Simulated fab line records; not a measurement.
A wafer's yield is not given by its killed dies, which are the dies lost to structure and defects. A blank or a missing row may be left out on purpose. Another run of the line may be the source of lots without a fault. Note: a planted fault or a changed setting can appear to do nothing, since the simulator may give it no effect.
fab line records    flow n5_finfet
record lots=11  wafers=32  last_day=17
route steps=1938 shown BEOL_M12@1619 PASSIVATION@1936
lots that met no fault: from a run of the same line without faults
start_h: the number of hours between the record's first day and the start of the first shown wafer of the lot    wait_h: time in hours since the lot's previous step    " unchanged from the row above    L1.1+2: one row covering several wafers at once    - no value, or no start was given    * or withheld: withheld    < > ~ a bound
route shown NAME@n: a module of which the file shows steps, and the number in the route of the first    usual: mean/standard deviation taken from wafers without a fault    same: alike in all rows    chamber/n: place in a boat    sites: per-site readings    _std_site: the values' standard deviation    _edge_site: the outer-site mean with the inner-site mean subtracted    radius_mm: how far each site lies from the wafer's centre    mask NAME#n: copy n    behind: the last tool/chamber to shape the wafer    hold: what put the lot on hold/how long, in hours/how the hold closed    device: names the non-switching transistor (n, p or np)    end of line: the tests these same wafers got at the end of their route    for a step that has no rows: nothing shown but its recipe    killed: dies lost to structure and defects at the first sort, not the wafer's yield    map: a wafer's dies, marking killed ones x, the rest . and places with no die _
set.NAME: the setting as run; set.NAME@STEP: as run at that earlier step    model.NAME: the simulator's own value behind a step, which no gauge read
one table for each step of the route and one row for each wafer, over a sample of lots
services: a tool's chamber out of use, with start hour (start_h, from the record's first day; less than 0 if before it), hours out, and reason
## steps
# step N5_BEOL_M12_STRIP_64
# recipe chemistry=N2/H2  power_w=1000  temp_c=250  h2_frac=0.65  overash_fraction=0.3  pressure_mtorr=withheld  n2_flow_sccm=1750  h2_flow_sccm=3250
# usual drypump_motor_current_A=5.67/0.053  h2_flow_sccm=3248/11  heater_power_w=342/22  oes_product_au=0.714/0.0047  strip_time_to_endpoint_s=31.26/0.088
lot.wafer  tool             chamber  start_h  wait_h  drypump_motor_current_A  h2_flow_sccm  heater_power_w  oes_product_au  rf_hours_counter_h  strip_time_to_endpoint_s
L682.2     plasma_asher-01  1        244.23   0.0     5.59                     3237          326             0.714           131                 31.45
L682.3     "                1        "        "       5.59                     3236          324             0.714           -                   31.37
L682.5     "                1        "        "       5.61                     3239          324             0.721           -                   31.38
L685.1     plasma_asher-02  0        259.62   0.0     5.72                     3260          371             0.714           62                  31.19
L685.3     "                0        "        "       5.72                     3259          367             0.720           -                   31.23
L685.6     "                0        "        "       5.72                     3251          358             0.716           -                   31.27
L686.1     plasma_asher-02  1        262.20   0.0     5.74                     3230          373             0.725           63                  31.15
L686.6     "                1        "        "       5.72                     3239          358             0.711           -                   31.21
L689.2     plasma_asher-02  1        262.38   0.0     5.72                     3256          357             0.716           63                  31.39
L689.3     "                0        "        "       5.70                     3252          364             0.723           -                   31.37
L689.5     "                1        "        "       5.71                     3232          372             0.709           -                   31.30
L687.1     plasma_asher-02  1        270.32   0.0     5.74                     3263          376             0.716           65                  31.16
L687.3     "                1        "        "       5.75                     3266          372             0.713           -                   31.12
L687.6     "                1        "        "       5.75                     3252          365             0.728           -                   31.16
L694.1     plasma_asher-01  0        301.99   0.0     5.62                     3260          318             0.715           143                 31.20
L694.3     "                0        "        "       5.63                     3256          314             0.714           -                   31.16
L694.4     "                1        "        "       5.63                     3246          335             0.717           -                   31.18
L698.1     plasma_asher-02  1        318.11   0.0     5.70                     3259          364             0.719           75                  31.34
L698.2     "                0        "        "       5.71                     3243          362             0.713           75                  31.32
L698.5     "                1        "        "       5.73                     3239          364             0.707           -                   31.34
L699.2     plasma_asher-02  0        328.20   0.0     5.74                     3244          360             0.711           77                  31.21
L699.3     "                0        "        "       5.71                     3258          365             0.713           -                   31.25
L699.4     "                1        "        "       5.69                     3238          384             0.722           -                   31.29
L701.2     plasma_asher-01  1        348.01   0.0     5.62                     3237          331             0.714           153                 31.17
L701.4     "                0        "        "       5.65                     3248          325             0.710           -                   31.27
L701.5     "                0        "        "       5.67                     3238          313             0.722           -                   31.27
L700.2     plasma_asher-01  1        348.43   0.0     5.64                     3249          329             0.714           153                 31.38
L700.5     "                1        "        "       5.63                     3254          330             0.719           -                   31.39
L700.6     "                0        "        "       5.61                     3248          321             0.715           -                   31.38
L702.1     plasma_asher-01  0        359.40   0.0     5.63                     3255          314             0.714           155                 31.22
L702.4     "                1        "        "       5.63                     3245          324             0.723           -                   31.27
L702.6     "                0        "        "       5.63                     3228          312             0.713           -                   31.28
# step N5_BEOL_M12_SPUTTER_43
# recipe material=TaN  target_thk_a=150  temp_c=50  bias_v=168.6  power_w=15000  chamber_pressure_pa=0.12  time_s=24.19
# usual throttle_valve_pct=30.7/1.3
lot.wafer  tool            chamber  start_h  wait_h  throttle_valve_pct
L682.2     pvd_sputter-01  -        247.78   0.0     30.9
L682.3     "               -        "        "       28.1
L682.5     "               -        "        "       28.1
L685.1     pvd_sputter-03  -        265.44   0.0     28.0
L685.3     "               -        "        "       31.0
L685.6     "               -        "        "       28.2
L686.1     pvd_sputter-02  -        266.10   0.0     31.0
L686.6     "               -        "        "       32.7
L689.2     pvd_sputter-03  -        266.42   0.0     31.1
L689.3     "               -        "        "       27.8
L689.5     "               -        "        "       31.3
L687.1     pvd_sputter-03  -        274.53   0.0     30.8
L687.3     "               -        "        "       30.9
L687.6     "               -        "        "       30.9
L694.1     pvd_sputter-02  -        307.71   0.0     32.7
L694.3     "               -        "        "       30.9
L694.4     "               -        "        "       31.0
L698.1     pvd_sputter-02  -        320.67   0.0     31.2
L698.2     "               -        "        "       30.8
L698.5     "               -        "        "       30.9
L699.2     pvd_sputter-02  -        331.46   0.0     30.9
L699.3     "               -        "        "       30.9
L699.4     "               -        "        "       31.5
L701.2     pvd_sputter-03  -        350.03   0.0     30.9
L701.4     "               -        "        "       31.2
L701.5     "               -        "        "       30.9
L700.2     pvd_sputter-01  -        351.57   0.0     30.9
L700.5     "               -        "        "       30.5
L700.6     "               -        "        "       27.8
L702.1     pvd_sputter-02  -        361.00   0.0     32.0
L702.4     "               -        "        "       31.0
L702.6     "               -        "        "       30.6
# step N5_BEOL_M12_CMP_49
# recipe stop_on=SiOC  t_overpolish_s=20.6  down_force_psi=1  platen_rpm=50  clearing_platen_down_force_psi=1.5  clearing_platen_rpm=50  post_cmp_clean=cu_alkaline  target_thk_nm=320  clearing_platen_pad_velocity_m_s=0.99484  pad_velocity_m_s=0.99484
# usual barrier_field_endpoint_s=30.4/1.1  edge_zone_pressure_frac=0.999/0.0053  head_pressure_psi=1.0001/0.0022  motor_current_A=5.7/0.4
lot.wafer  tool    chamber  start_h  wait_h  barrier_field_endpoint_s  edge_zone_pressure_frac  head_pressure_psi  motor_current_A
L682.2     cmp-04  2        248.50   0.2     29.8                      0.999                    0.9981             6.2
L682.3     "       1        "        "       29.6                      0.997                    1.0015             7.1
L682.5     "       3        "        "       30.3                      0.997                    1.0000             6.0
L685.3     cmp-02  2        267.39   0.2     31.6                      0.997                    1.0021             4.9
L685.1     "       3        "        "       30.6                      0.997                    0.9969             5.6
L685.6     "       0        "        "       30.5                      1.003                    0.9998             5.7
L689.3     cmp-04  3        268.33   0.2     21.3                      0.993                    1.0029             6.4
L689.2     "       1        "        "       30.1                      0.996                    1.0009             6.7
L689.5     "       3        "        "       30.7                      0.989                    1.0017             6.5
L686.1     cmp-02  0        268.34   0.4     30.1                      1.005                    0.9997             5.3
L686.6     "       1        "        "       32.2                      0.992                    1.0012             6.2
L687.3     cmp-03  3        275.62   0.3     21.7                      0.996                    0.9952             5.8
L687.1     "       1        "        "       31.4                      1.011                    1.0010             5.6
L687.6     "       2        "        "       30.1                      0.998                    0.9989             5.3
L694.1     cmp-03  1        308.52   0.3     30.5                      1.000                    0.9993             5.9
L694.4     "       2        "        "       29.1                      0.991                    1.0024             5.4
L694.3     "       3        "        "       29.7                      1.006                    0.9999             5.6
L698.2     cmp-03  3        321.61   0.2     30.9                      1.002                    1.0014             5.7
L698.1     "       1        "        "       30.7                      1.000                    0.9981             6.0
L698.5     "       3        "        "       31.1                      1.004                    1.0002             5.6
L699.3     cmp-03  2        332.46   0.3     31.6                      1.001                    1.0007             5.4
L699.2     "       3        "        "       32.0                      0.993                    0.9998             5.7
L699.4     "       1        "        "       31.5                      1.001                    1.0031             5.8
L701.4     cmp-03  3        350.91   0.2     31.2                      1.000                    1.0020             5.5
L701.2     "       0        "        "       30.1                      1.005                    0.9968             5.8
L701.5     "       1        "        "       30.9                      0.999                    0.9992             5.8
L700.2     cmp-02  2        352.42   0.3     30.2                      0.998                    0.9967             5.6
L700.6     "       3        "        "       28.9                      0.997                    0.9972             5.9
L700.5     "       0        "        "       29.0                      0.997                    1.0007             5.5
L702.4     cmp-03  1        361.80   0.2     32.3                      0.997                    1.0027             5.5
L702.1     "       2        "        "       30.8                      0.981                    0.9997             5.4
L702.6     "       0        "        "       31.0                      1.011                    0.9994             6.2
# step N5_BEOL_M12_RS_MEAS_54
# recipe thk_meas_gauge=four-point-probe  reads=Cu_of_BEOL_M12_ECD_47+Ta_of_BEOL_M12_SPUTTER_44+TaN_of_BEOL_M12_SPUTTER_43
# usual M12_RS=0.0595/0.00097
lot.wafer  tool           chamber  start_h  wait_h  M12_RS[ohm/sq]
L682.2     film_metro-01  -        248.92   0.0     0.0587
L682.3     "              -        "        "       0.0583
L682.5     "              -        "        "       0.0594
L685.1     film_metro-01  -        267.75   0.1     0.0590
L685.3     "              -        "        "       0.0608
L685.6     "              -        "        "       0.0594
L686.1     film_metro-02  -        268.65   0.0     0.0597
L686.6     "              -        "        "       0.0579
L689.2     film_metro-01  -        268.75   0.0     0.0589
L689.3     "              -        "        "       0.0591
L689.5     "              -        "        "       0.0608
L687.1     film_metro-01  -        276.00   0.0     0.0599
L687.3     "              -        "        "       0.0558
L687.6     "              -        "        "       0.0601
L694.1     film_metro-02  -        308.91   0.0     0.0591
L694.3     "              -        "        "       0.0585
L694.4     "              -        "        "       0.0610
L698.1     film_metro-02  -        322.03   0.0     0.0584
L698.2     "              -        "        "       0.0600
L698.5     "              -        "        "       0.0592
L699.2     film_metro-01  -        332.89   0.0     0.0596
L699.3     "              -        "        "       0.0596
L699.4     "              -        "        "       0.0585
L701.2     film_metro-02  -        351.25   0.0     0.0610
L701.4     "              -        "        "       0.0623
L701.5     "              -        "        "       0.0598
L700.2     film_metro-02  -        352.72   0.0     0.0601
L700.5     "              -        "        "       0.0609
L700.6     "              -        "        "       0.0617
L702.1     film_metro-01  -        362.14   0.0     0.0591
L702.4     "              -        "        "       0.0593
L702.6     "              -        "        "       0.0592
# step N5_BEOL_M12_INSPECT_55
# recipe inspect_instrument=darkfield  mode=post_dep
# usual raw_defect_count=74/25
lot.wafer  tool               chamber  start_h  wait_h  raw_defect_count
L682.2     defect_inspect-01  -        248.94   0.0     106
L682.3     "                  -        "        "       83
L682.5     "                  -        "        "       107
L685.1     defect_inspect-02  -        267.77   0.0     90
L685.3     "                  -        "        "       75
L685.6     "                  -        "        "       82
L686.1     defect_inspect-02  -        268.68   0.0     48
L686.6     "                  -        "        "       96
L689.2     defect_inspect-02  -        268.78   0.0     78
L689.3     "                  -        "        "       64
L689.5     "                  -        "        "       79
L687.1     defect_inspect-02  -        276.02   0.0     44
L687.3     "                  -        "        "       46
L687.6     "                  -        "        "       83
L694.1     defect_inspect-01  -        308.93   0.0     39
L694.3     "                  -        "        "       57
L694.4     "                  -        "        "       74
L698.1     defect_inspect-02  -        322.05   0.0     53
L698.2     "                  -        "        "       46
L698.5     "                  -        "        "       58
L699.2     defect_inspect-01  -        332.91   0.0     98
L699.3     "                  -        "        "       79
L699.4     "                  -        "        "       79
L701.2     defect_inspect-01  -        351.28   0.0     78
L701.4     "                  -        "        "       74
L701.5     "                  -        "        "       67
L700.2     defect_inspect-01  -        352.75   0.0     102
L700.5     "                  -        "        "       107
L700.6     "                  -        "        "       92
L702.1     defect_inspect-01  -        362.17   0.0     68
L702.4     "                  -        "        "       91
L702.6     "                  -        "        "       72
# step N5_PASSIVATION_PROBE_49
# usual defect_limited_yield=91.4/1.5  killed_at_M0_to_M3=36/11  killed_at_M4_up=14/6  killed_at_contacts=11/6  killed_at_front_end=37/11  killed_at_other=4/3.4  killed_dies=102/18  killed_open=66/13  killed_short=34/7.8  sort_bin_4_leakage=0.00/0.017  sort_bin_5_function=5.0/0.97  sort_bin_6_memory=3.2/0.7  sort_bin_8_speed=0.0/0.38  sort_n_pass=1078/19  sort_yield_pct=91.3/1.6
# same gross_dies=1180  killed_at_back_side=0
lot.wafer  tool       chamber  start_h  wait_h  defect_limited_yield[%]  killed_at_M0_to_M3  killed_at_M4_up  killed_at_contacts  killed_at_front_end  killed_at_other  killed_dies  killed_open  killed_short  sort_bin_4_leakage[%]  sort_bin_5_function[%]  sort_bin_6_memory[%]  sort_bin_8_speed[%]  sort_n_pass  sort_yield_pct[%]
L682.2     prober-02  -        281.74   0.1     90.3                     43                  23               18                  29                   2                115          83           30            0                      5.8                     3.6                   0                    1065         90.3
L682.3     prober-02  -        281.79   0.1     90.7                     38                  16               5                   45                   6                110          71           35            0                      5.7                     3.5                   0                    1070         90.7
L682.5     prober-02  -        281.89   0.2     92.3                     28                  13               5                   41                   4                91           61           27            0                      4.3                     3.1                   0                    1089         92.3
L689.5     prober-01  -        306.47   0.2     93.2                     23                  9                14                  31                   3                80           56           23            0                      4.1                     2.4                   0                    1100         93.2
L685.1     prober-02  -        306.40   0.0     90.8                     39                  10               5                   46                   8                108          66           33            0                      5.1                     3.1                   0                    1072         90.8
L685.3     prober-02  -        306.50   0.1     90.4                     26                  3                13                  51                   20               113          75           34            0                      5.6                     3.6                   0                    1067         90.4
L685.6     prober-02  -        306.65   0.3     91.6                     26                  13               29                  25                   6                99           76           22            0                      4.6                     3.6                   0                    1081         91.6
L686.1     prober-01  -        307.61   0.0     91.6                     44                  7                8                   39                   1                99           71           28            0                      5.0                     3.0                   0                    1081         91.6
L686.6     prober-01  -        307.86   0.3     90.3                     32                  7                12                  55                   8                114          72           39            0                      5.0                     4.3                   0                    1066         90.3
L687.1     prober-01  -        309.49   0.0     93.7                     28                  9                7                   26                   4                74           48           24            0                      3.0                     3.0                   0                    1106         93.7
L687.3     prober-01  -        309.59   0.1     93.8                     37                  5                9                   18                   4                73           46           25            0.08                   3.9                     2.1                   0                    1106         93.7
L687.6     prober-01  -        309.74   0.3     92.1                     39                  7                8                   36                   3                93           55           36            0                      4.4                     3.2                   0                    1087         92.1
L694.1     prober-02  -        344.63   0.8     92.6                     34                  17               4                   25                   7                87           47           39            0                      4.5                     2.5                   0                    1093         92.6
L694.4     prober-02  -        344.78   0.9     89.1                     39                  19               7                   61                   3                129          78           49            0                      6.5                     3.9                   0                    1051         89.1
L698.1     prober-02  -        358.91   0.6     91.6                     21                  9                6                   59                   4                99           67           32            0                      5.8                     2.5                   0                    1081         91.6
L698.2     prober-02  -        358.96   0.7     89.4                     42                  19               12                  43                   9                125          84           41            0                      5.9                     4.2                   0                    1055         89.4
L698.5     prober-02  -        359.11   0.8     88.6                     43                  7                18                  54                   12               134          98           36            0                      6.9                     4.5                   0                    1046         88.6
L699.2     prober-01  -        363.62   0.1     91.3                     42                  17               7                   34                   3                103          55           45            0                      5.4                     2.9                   0                    1077         91.3
L699.3     prober-01  -        363.67   0.1     91.4                     28                  9                9                   53                   2                101          60           41            0                      6.0                     2.1                   0                    1079         91.4
L699.4     prober-01  -        363.72   0.2     93.1                     30                  10               7                   34                   0                81           56           24            0                      3.6                     2.8                   0                    1099         93.1
L700.2     prober-02  -        395.51   0.1     88.9                     43                  10               15                  58                   5                131          80           50            0                      6.8                     3.7                   0                    1049         88.9
L700.5     prober-02  -        395.66   0.2     91.2                     28                  14               19                  38                   5                104          69           32            0                      5.6                     2.8                   2.3                  1049         88.9
L700.6     prober-02  -        395.71   0.3     89.4                     51                  13               11                  46                   4                125          90           35            0                      6.4                     3.9                   0                    1055         89.4
L702.1     prober-02  -        397.03   0.0     91.8                     14                  18               6                   44                   15               97           65           32            0                      5.2                     3.1                   0                    1083         91.8
L702.4     prober-02  -        397.18   0.2     90.9                     47                  8                12                  34                   6                107          74           28            0                      4.8                     3.9                   0                    1073         90.9
L702.6     prober-02  -        397.28   0.3     92.8                     30                  10               9                   29                   7                85           65           19            0                      4.2                     2.7                   0                    1095         92.8
# killed by level:class
L682.2 MOL_CONTACT_COAG:geometric_particle:open=13 BEOL_M1:geometric_particle:open=13 BEOL_M4:geometric_particle:open=11 STI_FIN_REVEAL:geometric_particle:open=10 BEOL_M0_SAQP:geometric_particle:short=9 BEOL_M3:geometric_particle:open=7 BEOL_M0_SAQP:geometric_particle:open=6 FIN_SAQP:geometric_particle:open=5
L682.3 STI_FIN_REVEAL:geometric_particle:open=13 FIN_SAQP:geometric_particle:open=9 BEOL_M3:geometric_particle:open=7 BEOL_M0_SAQP:geometric_particle:open=6 FIN_SAQP:geometric_particle:short=5 BEOL_M0_SAQP:geometric_particle:short=5 BEOL_M1:geometric_particle:open=5 BEOL_M8:geometric_particle:open=5
L682.5 FIN_SAQP:geometric_particle:open=10 BEOL_M0_SAQP:geometric_particle:open=9 FIN_SAQP:geometric_particle:short=6 STI_FIN_REVEAL:geometric_particle:open=5 GATE_CUT:geometric_particle:short=5 BEOL_M3:geometric_particle:open=5 BEOL_M4:geometric_particle:open=5 STARTING-WAFER:geometric_particle:short=4
L685.1 BEOL_M3:geometric_particle:open=14 STI_FIN_REVEAL:geometric_particle:open=13 HKMG_FIN:area_etch=8 FIN_SAQP:geometric_particle:short=6 BEOL_M0_SAQP:geometric_particle:open=6 BEOL_M0_SAQP:geometric_particle:short=6 STI_FIN_REVEAL:geometric_particle:short=5 BEOL_M4:geometric_particle:open=5
L689.5 MOL_CONTACT_COAG:geometric_particle:open=11 BEOL_M3:geometric_particle:open=6 DUMMY_GATE:geometric_particle:open=5 BEOL_M0_SAQP:geometric_particle:open=5 BEOL_M4:geometric_particle:open=5 STI_FIN_REVEAL:geometric_particle:open=4 GATE_CUT:geometric_particle:short=4 BEOL_M2:geometric_particle:open=4
L685.3 MOL_CONTACT_COAG:geometric_particle:open=12 DUMMY_GATE:geometric_particle:open=11 STI_FIN_REVEAL:geometric_particle:open=8 BEOL_M0:geometric_particle:short=6 BEOL_M3:geometric_particle:open=6 PAD_METAL:geometric_particle:short=6 FIN_SAQP:geometric_particle:short=5 PAD_METAL:geometric_particle:open=5
L685.6 MOL_CONTACT_COAG:geometric_particle:open=24 STI_FIN_REVEAL:geometric_particle:open=9 BEOL_M3:geometric_particle:open=7 BEOL_M4:geometric_particle:open=6 DUMMY_GATE:geometric_particle:open=5 BEOL_M0_SAQP:geometric_particle:open=4 GATE_CUT:geometric_particle:short=4 MOL_CONTACT_COAG:geometric_particle:short=4
L686.1 BEOL_M2:geometric_particle:open=12 FIN_SAQP:geometric_particle:open=11 MOL_CONTACT_COAG:geometric_particle:open=8 BEOL_M0_SAQP:geometric_particle:open=8 BEOL_M0_SAQP:geometric_particle:short=6 FIN_SAQP:geometric_particle:short=5 DUMMY_GATE:geometric_particle:open=4 BEOL_M0:geometric_particle:open=4
L686.6 FIN_SAQP:geometric_particle:open=17 FIN_SAQP:geometric_particle:short=11 BEOL_M0_SAQP:geometric_particle:open=9 DUMMY_GATE:geometric_particle:open=7 MOL_CONTACT_COAG:geometric_particle:open=7 BEOL_M0_SAQP:geometric_particle:short=6 STI_FIN_REVEAL:geometric_particle:open=5 BEOL_M2:geometric_particle:open=5
L687.1 DUMMY_GATE:geometric_particle:open=7 BEOL_M1:geometric_particle:open=6 BEOL_M2:geometric_particle:open=6 BEOL_M3:geometric_particle:open=5 MOL_CONTACT_COAG:geometric_particle:short=4 BEOL_M0_SAQP:geometric_particle:short=4 FIN_SAQP:geometric_particle:short=3 STI_FIN_REVEAL:geometric_particle:open=3
L687.3 MOL_CONTACT_COAG:geometric_particle:open=8 BEOL_M0_SAQP:geometric_particle:short=8 BEOL_M3:geometric_particle:open=8 BEOL_M0_SAQP:geometric_particle:open=7 BEOL_M1:geometric_particle:open=4 BEOL_M2:geometric_particle:open=4 FIN_SAQP:geometric_particle:short=3 GATE_CUT:geometric_particle:short=3
L687.6 BEOL_M2:geometric_particle:open=12 BEOL_M0_SAQP:geometric_particle:short=8 FIN_SAQP:geometric_particle:short=7 MOL_CONTACT_COAG:geometric_particle:open=6 BEOL_M1:geometric_particle:open=6 STARTING-WAFER:geometric_particle:short=6 DUMMY_GATE:geometric_particle:open=5 GATE_CUT:geometric_particle:short=5
L694.1 BEOL_M4:geometric_particle:open=10 BEOL_M3:geometric_particle:short=8 FIN_SAQP:geometric_particle:open=7 FIN_SAQP:geometric_particle:short=5 BEOL_M0_SAQP:geometric_particle:open=5 BEOL_M0_SAQP:geometric_particle:short=5 BEOL_M3:geometric_particle:open=5 BEOL_M1:geometric_particle:open=4
L694.4 FIN_SAQP:geometric_particle:open=24 FIN_SAQP:geometric_particle:short=13 BEOL_M0_SAQP:geometric_particle:short=13 BEOL_M0_SAQP:geometric_particle:open=12 BEOL_M4:geometric_particle:open=12 GATE_CUT:geometric_particle:short=7 MOL_CONTACT_COAG:geometric_particle:open=6 BEOL_M4:geometric_particle:short=6
L698.1 FIN_SAQP:geometric_particle:open=15 STI_FIN_REVEAL:geometric_particle:open=11 FIN_SAQP:geometric_particle:short=9 DUMMY_GATE:geometric_particle:open=7 BEOL_M0_SAQP:geometric_particle:short=7 BEOL_M4:geometric_particle:open=7 MOL_CONTACT_COAG:geometric_particle:open=6 BEOL_M0_SAQP:geometric_particle:open=5
L698.2 FIN_SAQP:geometric_particle:open=19 BEOL_M0_SAQP:geometric_particle:open=17 BEOL_M0_SAQP:geometric_particle:short=16 BEOL_M4:geometric_particle:open=12 FIN_SAQP:geometric_particle:short=10 MOL_CONTACT_COAG:geometric_particle:open=10 STI_FIN_REVEAL:geometric_particle:open=6 PASS1_CAP:geometric_particle:open=4
L698.5 FIN_SAQP:geometric_particle:open=18 MOL_CONTACT_COAG:geometric_particle:open=16 STI_FIN_REVEAL:geometric_particle:open=12 BEOL_M2:geometric_particle:open=12 FIN_SAQP:geometric_particle:short=8 BEOL_M0_SAQP:geometric_particle:short=8 BEOL_M0_SAQP:geometric_particle:open=7 BEOL_M1:geometric_particle:open=6
L699.2 BEOL_M1:geometric_particle:open=13 GATE_CUT:geometric_particle:short=8 BEOL_M4:geometric_particle:short=8 GATE_CUT:geometric_particle:open=7 BEOL_M0_SAQP:geometric_particle:short=7 BEOL_M0_SAQP:geometric_particle:open=6 MOL_CONTACT_COAG:geometric_particle:open=5 BEOL_M1:geometric_particle:short=5
L699.3 BEOL_M2:geometric_particle:open=8 FIN_SAQP:geometric_particle:short=7 GATE_CUT:geometric_particle:short=7 GATE_CUT:geometric_particle:open=6 MOL_CONTACT_COAG:geometric_particle:open=5 BEOL_M1:geometric_particle:open=5 MOL_CONTACT_COAG:geometric_particle:short=4 BEOL_M4:geometric_particle:open=4
L699.4 BEOL_M3:geometric_particle:open=15 STI_FIN_REVEAL:geometric_particle:open=10 GATE_CUT:geometric_particle:open=6 GATE_CUT:geometric_particle:short=5 MOL_CONTACT_COAG:geometric_particle:open=5 FIN_SAQP:geometric_particle:open=4 DUMMY_GATE:geometric_particle:open=2 ILD0:geometric_particle:short=2
L700.2 STI_FIN_REVEAL:geometric_particle:open=16 BEOL_M2:geometric_particle:open=15 BEOL_M0_SAQP:geometric_particle:short=11 MOL_CONTACT_COAG:geometric_particle:open=11 FIN_SAQP:geometric_particle:open=8 STARTING-WAFER:geometric_particle:short=7 FIN_SAQP:geometric_particle:short=6 BEOL_M4:geometric_particle:open=6
L700.5 MOL_CONTACT_COAG:geometric_particle:open=13 FIN_SAQP:geometric_particle:open=11 BEOL_M0_SAQP:geometric_particle:short=10 STI_FIN_REVEAL:geometric_particle:open=9 BEOL_M0_SAQP:geometric_particle:open=7 MOL_CONTACT_COAG:geometric_particle:short=6 BEOL_M4:geometric_particle:open=6 STI_FIN_REVEAL:geometric_particle:short=4
L700.6 FIN_SAQP:geometric_particle:open=12 STI_FIN_REVEAL:geometric_particle:open=12 BEOL_M2:geometric_particle:open=12 BEOL_M0_SAQP:geometric_particle:short=11 BEOL_M0_SAQP:geometric_particle:open=10 MOL_CONTACT_COAG:geometric_particle:open=8 BEOL_M1:geometric_particle:open=6 BEOL_M3:geometric_particle:open=6
L702.1 STI_FIN_REVEAL:geometric_particle:open=11 BEOL_M4:geometric_particle:open=7 FIN_SAQP:geometric_particle:open=6 DUMMY_GATE:geometric_particle:open=6 MOL_CONTACT_COAG:geometric_particle:open=6 PASS1_CAP:geometric_particle:open=6 STI_FIN_REVEAL:geometric_particle:short=5 BEOL_M0:geometric_particle:open=4
L702.4 BEOL_M0_SAQP:geometric_particle:short=12 MOL_CONTACT_COAG:geometric_particle:open=11 BEOL_M0_SAQP:geometric_particle:open=10 BEOL_M2:geometric_particle:open=9 FIN_SAQP:geometric_particle:open=8 BEOL_M3:geometric_particle:open=7 DUMMY_GATE:geometric_particle:open=6 FIN_SAQP:geometric_particle:short=3
L702.6 STI_FIN_REVEAL:geometric_particle:open=10 BEOL_M1:geometric_particle:open=8 MOL_CONTACT_COAG:geometric_particle:open=7 BEOL_M2:geometric_particle:open=7 BEOL_M3:geometric_particle:open=6 DUMMY_GATE:geometric_particle:open=5 BEOL_M0_SAQP:geometric_particle:open=5 BEOL_M4:geometric_particle:open=5
## services
tool             chamber  start_h  hours  kind
cmp-03           -        221.52   5.1    pm
plasma_asher-02  -        237.20   17.1   pm
cmp-04           -        244.19   3.7    pm
cmp-02           -        244.28   4.8    pm
plasma_asher-01  -        254.64   2.8    pm
cmp-02           -        256.68   4.0    pm
cmp-02           -        260.68   -      consumable_replace:conditioner
cmp-02           -        260.68   -      consumable_replace:pad
cmp-03           -        267.36   0.8    repair
cmp-04           -        275.10   4.0    pm
cmp-04           -        279.10   -      consumable_replace:conditioner
cmp-04           -        279.10   -      consumable_replace:pad
cmp-02           -        292.57   1.2    repair
cmp-04           -        306.94   3.3    pm
pvd_sputter-02   -        321.23   1.2    repair
pvd_sputter-01   -        330.79   2.4    repair
plasma_asher-01  -        333.34   2.2    repair
## key
first_sign step=N5_BEOL_M12_CMP_49  reading=barrier_field_endpoint_s  direction=down  sigmas=8.3  usual=30.4  struck=21.5
effect none on later readings
met_at N5_BEOL_M12_SPUTTER_43
struck_lots L687,L689
struck_wafers L687.3,L689.3
not_acting_at N5_BEOL_M12_STRIP_64,N5_BEOL_M12_RS_MEAS_54,N5_BEOL_M12_INSPECT_55
onset_between 265.44 266.42
fault kind=process_parameter_drift  tool=pvd_sputter-03  chamber=-  onset_h=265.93  steps=N5_BEOL_M12_SPUTTER_43  channel=time_s  offset=*  shape=step  end_h=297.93  scope=struck_wafers_only  acts_in=*  stated=*
